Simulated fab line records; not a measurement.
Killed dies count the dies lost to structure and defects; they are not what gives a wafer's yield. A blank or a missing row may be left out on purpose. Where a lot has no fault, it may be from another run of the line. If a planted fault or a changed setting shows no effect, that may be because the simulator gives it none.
Chamber matching -- flow n5Finfet -- rieSi-05 running N5_STI_FIN_REVEAL_ETCH_34: 4 sister chambers
The step etches Si in H2, material Si, target depth 0.97 nm. 22 wafers are shown with their chamber, then 11 later ones without.

## WAFERS PAIRED WITH THEIR CHAMBERS
wafer,chamber,drypumpMotorCurrentA (A),throttleValvePct (%),oesProductAu (a.u.)
L076.3,0,5.0,25.75,1.028
L076.5,1,6.1,25.76,0.991
L076.6,0,5.0,25.75,1.027
L077.2,3,6.5,25.50,1.015
L077.3,2,5.7,25.69,0.992
L077.4,0,5.0,25.75,1.042
L080.3,2,5.7,25.69,0.984
L080.4,1,6.1,25.75,1.006
L080.5,2,5.7,25.68,0.987
L082.1,3,6.4,25.51,1.019
L082.4,1,6.1,25.75,0.996
L082.6,0,5.0,25.75,1.031
L084.1,0,5.0,25.75,1.043
L084.2,2,5.7,25.69,0.981
L084.6,2,5.7,25.69,0.993
L085.3,2,5.7,25.69,0.992
L085.5,1,6.1,25.75,0.999
L085.6,2,5.7,25.70,0.982
L089.1,1,6.1,25.76,1.000
L089.4,3,6.4,25.49,1.006
L089.6,3,6.4,25.50,0.998
L092.2,1,6.1,25.76,0.982

SIGNATURES (averages over the wafers above)
reading,chamber 0,chamber 1,chamber 2,chamber 3,scatter within a chamber
drypumpMotorCurrentA,5.000,6.100,5.700,6.425,0.0204
throttleValvePct,25.7500,25.7550,25.6900,25.5000,0.00553
oesProductAu,1.03420,0.99567,0.98729,1.00950,0.00747
Rule: for each reading, subtract the chamber's mean from the wafer's reading, divide by that reading's scatter and square the result; add these up over the readings and take the root, which gives the wafer's distance from the chamber. The wafer belongs to the nearest chamber; if the next one is less than 2 further off, it can't be placed. How the scatter is found: for the shown wafers, subtract from each reading the mean of its chamber, square and add these, divide the total by (wafers less chambers), then take the root.

## WAFERS MISSING THEIR CHAMBER
wafer,drypumpMotorCurrentA (A),throttleValvePct (%),oesProductAu (a.u.)
L092.4,5.0,25.78,1.031
L092.5,6.1,25.75,0.996
L093.1,5.7,25.70,0.992
L093.5,5.7,25.70,0.996
L093.6,6.1,25.74,1.000
L095.2,6.1,25.75,0.996
L095.4,6.4,25.49,1.016
L095.5,6.5,25.48,1.014
L097.3,6.4,25.50,1.006
L097.4,6.1,25.75,0.994
L097.6,6.4,25.49,1.000

## WHICH CHAMBER EACH ONE RAN IN
wafer,from the rows above,in truth
L092.4,0,0
L092.5,1,1
L093.1,2,2
L093.5,2,2
L093.6,1,1
L095.2,1,1
L095.4,3,3
L095.5,3,3
L097.3,3,3
L097.4,1,1
L097.6,3,3
Correctly placed: 11 of 11. Number that these rows cannot place: 0. Number placed wrongly: 0.
